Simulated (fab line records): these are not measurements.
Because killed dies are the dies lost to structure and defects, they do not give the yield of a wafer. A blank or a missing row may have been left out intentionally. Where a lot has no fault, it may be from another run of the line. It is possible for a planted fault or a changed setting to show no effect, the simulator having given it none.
Chamber matching :: flow n5_finfet :: pecvd-02 running N5_BEOL_M9_PECVD_70: 3 sister chambers
The step deposits SiO2 from TEOS/O2, target thk 20 nm, time 22.7 s. 6 wafers are shown with their chamber, then 8 later ones without.

## WAFERS PAIRED WITH THEIR CHAMBERS
wafer: L081.6
chamber: 2
throttle_valve_pct (%): 21.0
showerhead_plenum_p_Torr (Torr): 8.70

wafer: L085.5
chamber: 0
throttle_valve_pct (%): 21.4
showerhead_plenum_p_Torr (Torr): 8.80

wafer: L091.2
chamber: 0
throttle_valve_pct (%): 21.3
showerhead_plenum_p_Torr (Torr): 8.79

wafer: L091.4
chamber: 1
throttle_valve_pct (%): 25.5
showerhead_plenum_p_Torr (Torr): 8.91

wafer: L091.6
chamber: 2
throttle_valve_pct (%): 21.2
showerhead_plenum_p_Torr (Torr): 8.69

wafer: L092.1
chamber: 1
throttle_valve_pct (%): 25.5
showerhead_plenum_p_Torr (Torr): 8.90

## WAFERS WHOSE CHAMBER IS MISSING
wafer: L092.2
throttle_valve_pct (%): 21.3
showerhead_plenum_p_Torr (Torr): 8.72

wafer: L092.3
throttle_valve_pct (%): 20.7
showerhead_plenum_p_Torr (Torr): 8.81

wafer: L097.3
throttle_valve_pct (%): 21.3
showerhead_plenum_p_Torr (Torr): 8.73

wafer: L097.4
throttle_valve_pct (%): 21.1
showerhead_plenum_p_Torr (Torr): 8.78

wafer: L097.5
throttle_valve_pct (%): 21.2
showerhead_plenum_p_Torr (Torr): 8.70

wafer: L096.2
throttle_valve_pct (%): 21.3
showerhead_plenum_p_Torr (Torr): 8.80

wafer: L096.4
throttle_valve_pct (%): 20.9
showerhead_plenum_p_Torr (Torr): 8.70

wafer: L096.5
throttle_valve_pct (%): 21.1
showerhead_plenum_p_Torr (Torr): 8.79

## CHAMBER TAKEN BY EACH
wafer: L092.2
from the rows above: 2
in truth: 2

wafer: L092.3
from the rows above: 0
in truth: 0

wafer: L097.3
from the rows above: 2
in truth: 2

wafer: L097.4
from the rows above: 0
in truth: 0

wafer: L097.5
from the rows above: 2
in truth: 2

wafer: L096.2
from the rows above: 0
in truth: 0

wafer: L096.4
from the rows above: 2
in truth: 2

wafer: L096.5
from the rows above: 0
in truth: 0
Placed correctly: 8 of 8. Not placeable from these rows: 0. 0 placed wrongly.
How it was worked out, from the rows above alone: a wafer's distance from a chamber is the root of the sum, over the readings, of the square of ((its reading less the chamber's mean) divided by the reading's scatter). If the next closest chamber is less than 2 further off than the closest, the wafer can't be placed; otherwise it belongs to the closest. The mean given for a chamber averages the wafers shown for that chamber. The scatter: the root of (the sum of the squares of (reading less its chamber's mean) over the shown wafers, divided by (wafers less chambers)).
